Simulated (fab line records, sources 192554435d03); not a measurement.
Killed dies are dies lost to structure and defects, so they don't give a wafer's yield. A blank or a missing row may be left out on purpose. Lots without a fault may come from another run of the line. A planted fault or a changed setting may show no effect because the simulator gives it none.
Which tool did it? | flow n5_finfet | 13 lots, 37 wafers sampled, at 5 steps of a route of 1938

WHAT THE GAUGES READ, wafer by wafer
The record holds no reading of a measuring or inspecting step that can be judged against a usual standard deviation.

WHICH TOOL RAN EACH LOT (tool, then ch and the chambers of the sampled wafers, then the start)
lot  | N5_BEOL_M5_CVD_47                | N5_BEOL_M5_SPUTTER_83        | N5_BEOL_M5_ANNEAL_84         | N5_BEOL_M5_SPUTTER_88        | N5_PASSIVATION_PROBE_49
L945 | cvd_co-01 ch 0,1,2, day 8 08:51  | pvd_sputter-01, day 8 11:13  | pvd_sputter-01, day 8 11:18  | pvd_sputter-01, day 8 12:19  | -
L947 | cvd_co-01 ch 0,1, day 9 01:12    | pvd_sputter-03, day 9 03:53  | pvd_sputter-03, day 9 03:58  | pvd_sputter-03, day 9 04:58  | -
L948 | cvd_co-02 ch 1,2, day 9 10:05    | pvd_sputter-02, day 9 14:55  | pvd_sputter-02, day 9 15:00  | pvd_sputter-02, day 9 16:01  | -
L950 | cvd_co-01 ch 0,1, day 10 02:08   | pvd_sputter-01, day 10 04:28 | pvd_sputter-01, day 10 04:33 | pvd_sputter-01, day 10 05:34 | -
L952 | cvd_co-01 ch 0,1, day 10 12:28   | pvd_sputter-01, day 10 14:47 | pvd_sputter-01, day 10 14:52 | pvd_sputter-01, day 10 15:52 | -
L954 | cvd_co-01 ch 0,2, day 10 19:45   | pvd_sputter-03, day 10 22:11 | pvd_sputter-03, day 10 22:43 | pvd_sputter-03, day 10 23:16 | -
L956 | cvd_co-01 ch 1,2, day 11 14:41   | pvd_sputter-02, day 11 16:59 | pvd_sputter-02, day 11 17:32 | pvd_sputter-02, day 11 18:04 | prober-01, day 15 19:37
L962 | cvd_co-02 ch 0,2, day 12 18:49   | pvd_sputter-01, day 13 02:35 | pvd_sputter-01, day 13 02:40 | pvd_sputter-01, day 13 03:40 | -
L960 | cvd_co-02 ch 1,2, day 13 04:32   | pvd_sputter-01, day 13 07:01 | pvd_sputter-01, day 13 07:05 | pvd_sputter-01, day 13 08:06 | -
L964 | cvd_co-02 ch 0,1,2, day 13 21:08 | pvd_sputter-03, day 13 23:29 | pvd_sputter-03, day 13 23:34 | pvd_sputter-03, day 14 00:34 | -
L963 | cvd_co-02 ch 0,1,2, day 14 03:04 | pvd_sputter-03, day 14 05:27 | pvd_sputter-03, day 14 05:32 | pvd_sputter-03, day 14 06:32 | -
L966 | cvd_co-01 ch 1,2, day 14 09:19   | pvd_sputter-02, day 14 11:43 | pvd_sputter-02, day 14 11:48 | pvd_sputter-02, day 14 12:49 | -
L965 | cvd_co-01 ch 0,1,2, day 14 16:34 | pvd_sputter-02, day 14 18:55 | pvd_sputter-02, day 14 18:59 | pvd_sputter-02, day 14 20:00 | -
- N5_BEOL_M5_CVD_47: deposits Co from CCTBA/H2, target thk 3 nm, time 216 s.
- N5_BEOL_M5_SPUTTER_83: material Cu, target thk 15 nm, time 27.62 s.
- N5_BEOL_M5_ANNEAL_84: time 1800 s.
- N5_BEOL_M5_SPUTTER_88: material Cu, target thk 15 nm, time 27.62 s.
- N5_PASSIVATION_PROBE_49

WHAT THE TOOLS THEMSELVES READ (means of the sampled wafers that have a number; where no wafer has one, the mark that the record gives instead)
N5_BEOL_M5_CVD_47. Usual: run_length_s 238.8 s, standard deviation 0.44.
lot  | tool      | run_length_s (s) | flag
L945 | cvd_co-01 | 238.6            |
L947 | cvd_co-01 | 238.6            |
L948 | cvd_co-02 | 239.2            |
L950 | cvd_co-01 | 238.4            |
L952 | cvd_co-01 | 200.6            | OFF
L954 | cvd_co-01 | 125.3            | OFF
L956 | cvd_co-01 | 125.2            | OFF
L962 | cvd_co-02 | 239.3            |
L960 | cvd_co-02 | 239.3            |
L964 | cvd_co-02 | 239.0            |
L963 | cvd_co-02 | 239.1            |
L966 | cvd_co-01 | 238.5            |
L965 | cvd_co-01 | 238.6            |

N5_BEOL_M5_SPUTTER_83. Usual: throttle_valve_pct 30.1 %, standard deviation 0.76.
lot  | tool           | throttle_valve_pct (%) | flag
L945 | pvd_sputter-01 | 30.7                   |
L947 | pvd_sputter-03 | 29.9                   |
L948 | pvd_sputter-02 | 30.2                   |
L950 | pvd_sputter-01 | 30.8                   |
L952 | pvd_sputter-01 | 31.0                   |
L954 | pvd_sputter-03 | 30.5                   |
L956 | pvd_sputter-02 | 30.7                   |
L962 | pvd_sputter-01 | 30.3                   |
L960 | pvd_sputter-01 | 30.9                   |
L964 | pvd_sputter-03 | 29.8                   |
L963 | pvd_sputter-03 | 29.3                   |
L966 | pvd_sputter-02 | 30.5                   |
L965 | pvd_sputter-02 | 30.4                   |

N5_BEOL_M5_ANNEAL_84. Usual: heater_power_w 814 W, standard deviation 83.
lot  | tool           | heater_power_w (W) | flag
L945 | pvd_sputter-01 | 699                |
L947 | pvd_sputter-03 | 810                |
L948 | pvd_sputter-02 | 855                |
L950 | pvd_sputter-01 | 746                |
L952 | pvd_sputter-01 | 701                |
L954 | pvd_sputter-03 | 774                |
L956 | pvd_sputter-02 | 800                |
L962 | pvd_sputter-01 | 748                |
L960 | pvd_sputter-01 | 752                |
L964 | pvd_sputter-03 | 863                |
L963 | pvd_sputter-03 | 843                |
L966 | pvd_sputter-02 | 856                |
L965 | pvd_sputter-02 | 869                |

N5_BEOL_M5_SPUTTER_88. Usual: throttle_valve_pct 30.1 %, standard deviation 0.78.
lot  | tool           | throttle_valve_pct (%) | flag
L945 | pvd_sputter-01 | 30.9                   |
L947 | pvd_sputter-03 | 29.8                   |
L948 | pvd_sputter-02 | 30.2                   |
L950 | pvd_sputter-01 | 30.9                   |
L952 | pvd_sputter-01 | 30.9                   |
L954 | pvd_sputter-03 | 30.2                   |
L956 | pvd_sputter-02 | 30.6                   |
L962 | pvd_sputter-01 | 30.4                   |
L960 | pvd_sputter-01 | 30.8                   |
L964 | pvd_sputter-03 | 29.7                   |
L963 | pvd_sputter-03 | 29.2                   |
L966 | pvd_sputter-02 | 30.4                   |
L965 | pvd_sputter-02 | 30.6                   |

N5_PASSIVATION_PROBE_49. Usual: defect_limited_yield 91.3 %, standard deviation 1.7; killed_at_M0_to_M3 33, standard deviation 11; killed_at_M4_up 14, standard deviation 5.5; killed_at_contacts 13, standard deviation 6.5; killed_at_front_end 39, standard deviation 13; killed_at_other 3.4, standard deviation 2.9; killed_dies 103, standard deviation 20; killed_open 69, standard deviation 15; killed_short 32, standard deviation 8.1; sort_bin_5_function 5.1 %, standard deviation 1.1; sort_bin_6_memory 3.3 %, standard deviation 0.74; sort_bin_8_speed 0.00 %, standard deviation 0.014; sort_n_pass 1077, standard deviation 20; sort_yield_pct 91.3 %, standard deviation 1.7.
lot  | tool      | defect_limited_yield (%) | killed_at_M0_to_M3 | killed_at_M4_up | killed_at_contacts | killed_at_front_end | killed_at_other | killed_dies | killed_open | killed_short | sort_bin_5_function (%) | sort_bin_6_memory (%) | sort_bin_8_speed (%) | sort_n_pass | sort_yield_pct (%) | flag
L956 | prober-01 | 92.9                     | 23                 | 12              | 16                 | 32                  | 1.0             | 84          | 54          | 29           | 3.6                     | 3.2                   | 0.00                 | 1096        | 92.9               |

THE ANSWER, worked out from the rows above alone
Rule: a lot is off if the mean of its wafers that have a number lies more than 3 standard deviations from the usual mean. A lot without any number at a reading at which 4 lots or more have one is off too. The other lots that the step has rows for count as sound. The gauges are gone through in route order, then the tools' own readings, and for those a lot's mean is taken as printed above. The first step at which some lot is off is used, and at that step the reading that is off furthest; a lot without a number counts as furthest.
Off: L952, L954, L956, at N5_BEOL_M5_CVD_47 (run_length_s).
A tool fits if, at that step or a process step before it, it ran every lot that is off, and no sound lot after the first of them. None of those tried fits.

WHAT THE SIMULATOR HAD PUT IN
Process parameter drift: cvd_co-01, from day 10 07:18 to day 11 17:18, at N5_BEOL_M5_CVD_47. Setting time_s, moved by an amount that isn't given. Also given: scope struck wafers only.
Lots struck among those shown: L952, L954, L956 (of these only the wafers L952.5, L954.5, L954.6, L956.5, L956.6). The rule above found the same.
